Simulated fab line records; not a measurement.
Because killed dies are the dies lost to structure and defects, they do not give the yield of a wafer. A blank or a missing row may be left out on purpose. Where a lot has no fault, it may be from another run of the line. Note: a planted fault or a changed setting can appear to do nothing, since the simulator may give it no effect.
Problem report, 8D (eight disciplines) form, completed by code || flow n5-finfet || the parts of the form that need people (team, actions taken, sign-off) are left out

1. PROBLEM STATEMENT
Mean of trench-depth-nm at N5_BEOL_M3_OCD_MEAS_38: 26.0 nm over 3 wafers from 1 lot, against 55.4 nm (standard deviation 0.96) on wafers with no fault. Measured from the usual mean, that is -31 standard deviations.
Earliest sighting: wafer L273.1 on ocd-02 at day 10 22:24. The record holds 24 wafers of 8 lots with a number at this step. Rule for "out", or "out of limits": more than 4 standard deviations from the usual mean. Any other wafer with a number is counted as sound.

2. WHAT IT IS; WHAT IT IS NOT
{"question": "which readings at this step", "is": "trench-depth-nm", "is not": "-"}
{"question": "which lots", "is": "L273", "is not": "L259, L262, L263, L269, L272, L274, L275"}
{"question": "which wafers of those lots", "is": "all that have a number", "is not": "-"}
{"question": "read on which gauges", "is": "ocd-02", "is not": "ocd-01"}
{"question": "when", "is": "from day 10 22:24", "is not": "up to then (15 sound wafers); but 6 sound wafers of L274, L275 came after"}

3. SUSPECTS, AND WHAT RULES EACH OUT
Counting: a tool at a process step up to the reading stays a suspect if it ran every lot that is out and no sound lot after the first of them.
- the gauge at N5_BEOL_M3_OCD_MEAS_38 is ruled out. All the wafers that are out were read on ocd-02, but those of them that N5_PASSIVATION_PROBE_49 has rows for are out there too, on other tools.
- cvd-co-01 at N5_BEOL_M2_PRE_CLEAN_60 (time 15 s): ruled out as a lasting fault. The sound lots L275 went through it after L273, its earliest lot that is out (day 10 17:10).
- pecvd-01 at N5_BEOL_M2_DEP_57 (deposits SiCN from 3MS/NH3, target thk 8 nm, time 14 s): ruled out as a lasting fault. The sound lots L274 went through it after L273, its earliest lot that is out (day 10 17:20).
- pvd-sputter-03 at N5_BEOL_M3_HM_DEP_02 (deposits TiN, target thk 20 nm): kept. It ran the lot that is out, L273 (day 10 18:22), and no sound lot after that; its last sound lot up to then is L272 (day 10 17:47).
- rie-metal-02 at N5_BEOL_M3_HM_OPEN_17 (chemistry Cl2/BCl3, target TiN, target depth 20 nm, overetch 6 nm): kept. It ran the lot that is out, L273 (day 10 19:07), and no sound lot after that; its last sound lot up to then is L269 (day 10 05:00).
- rie-diel-06 at N5_BEOL_M3_ETCHBACK_99 (etches SiO2 in CHF3, target depth 5 nm, time 10.4 s): ruled out as a lasting fault. The sound lots L274 went through it after L273, its earliest lot that is out (day 10 22:01).
Left after counting: pvd-sputter-03 at N5_BEOL_M3_HM_DEP_02, rie-metal-02 at N5_BEOL_M3_HM_OPEN_17.

4. THE CAUSE (what the simulator had put in)
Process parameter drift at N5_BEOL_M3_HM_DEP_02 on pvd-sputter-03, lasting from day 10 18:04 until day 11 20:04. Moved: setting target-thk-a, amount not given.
Of the 2 suspects that counting leaves, this tool is one.

5. SEQUENCE OF EFFECTS, ordered by route
Each row: a reading whose mean over the struck wafers that have a number lies more than 3 standard deviations from the usual. Only readings whose record carries a usual standard deviation are examined. hours: median over the lots of the time between each lot's start at the first step of this table that gives one and its start at this step. sigmas: the change, counted in usual standard deviations.
{"hours": 0, "step": "N5_BEOL_M3_ETCHBACK_99", "reading": "oes-product-au", "usual": "0.76 a.u.", "on struck wafers": 0.47, "change": -0.29, "sigmas": -3.7}
{"hours": 0, "step": "N5_BEOL_M3_OCD_MEAS_38", "reading": "trench-depth-nm", "usual": "55.4 nm", "on struck wafers": 26.0, "change": -29.4, "sigmas": -31}
{"hours": 126, "step": "N5_PASSIVATION_PROBE_49", "reading": "defect-limited-yield", "usual": "91.0 %", "on struck wafers": 41.2, "change": -49.8, "sigmas": -33}
{"hours": 126, "step": "N5_PASSIVATION_PROBE_49", "reading": "killed_at_M0_to_M3", "usual": 36, "on struck wafers": 622, "change": "+586", "sigmas": "+49"}
{"hours": 126, "step": "N5_PASSIVATION_PROBE_49", "reading": "killed-dies", "usual": 106, "on struck wafers": 694, "change": "+588", "sigmas": "+33"}
{"hours": 126, "step": "N5_PASSIVATION_PROBE_49", "reading": "killed-on-rim", "usual": 13, "on struck wafers": 92, "change": "+79", "sigmas": "+18"}
{"hours": 126, "step": "N5_PASSIVATION_PROBE_49", "reading": "sort_bin_5_function", "usual": "5.3 %", "on struck wafers": 55.2, "change": "+49.9", "sigmas": "+50"}
{"hours": 126, "step": "N5_PASSIVATION_PROBE_49", "reading": "sort-n-pass", "usual": 1074, "on struck wafers": 486, "change": -588, "sigmas": -33}
{"hours": 126, "step": "N5_PASSIVATION_PROBE_49", "reading": "sort-yield-pct", "usual": "91.0 %", "on struck wafers": 41.2, "change": -49.8, "sigmas": -33}
The process steps in it:
- N5_BEOL_M3_ETCHBACK_99: etches SiO2 in CHF3, target depth 5 nm, time 10.4 s.
- N5_PASSIVATION_PROBE_49
Later measuring or inspecting steps at which every struck wafer that the step has a row for has a number for every such reading, and none has moved that far: N5_BEOL_M4_RC_MEAS_101.

6. HOW IT WOULD HAVE BEEN CAUGHT EARLIER
The first out-of-limits reading at a measuring or inspecting step in this record came at day 10 22:24, 4 hours after the fault's start at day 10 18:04.
An alarm limit of 4 standard deviations would not have fired on the tool readings at N5_BEOL_M3_HM_DEP_02 for which the record gives a usual standard deviation, since none of them was out on any struck wafer.
Lots out: 1; all had begun N5_BEOL_M3_HM_DEP_02 on pvd-sputter-03 by day 10 22:24. Holding the tool at that point would not have protected any of them.
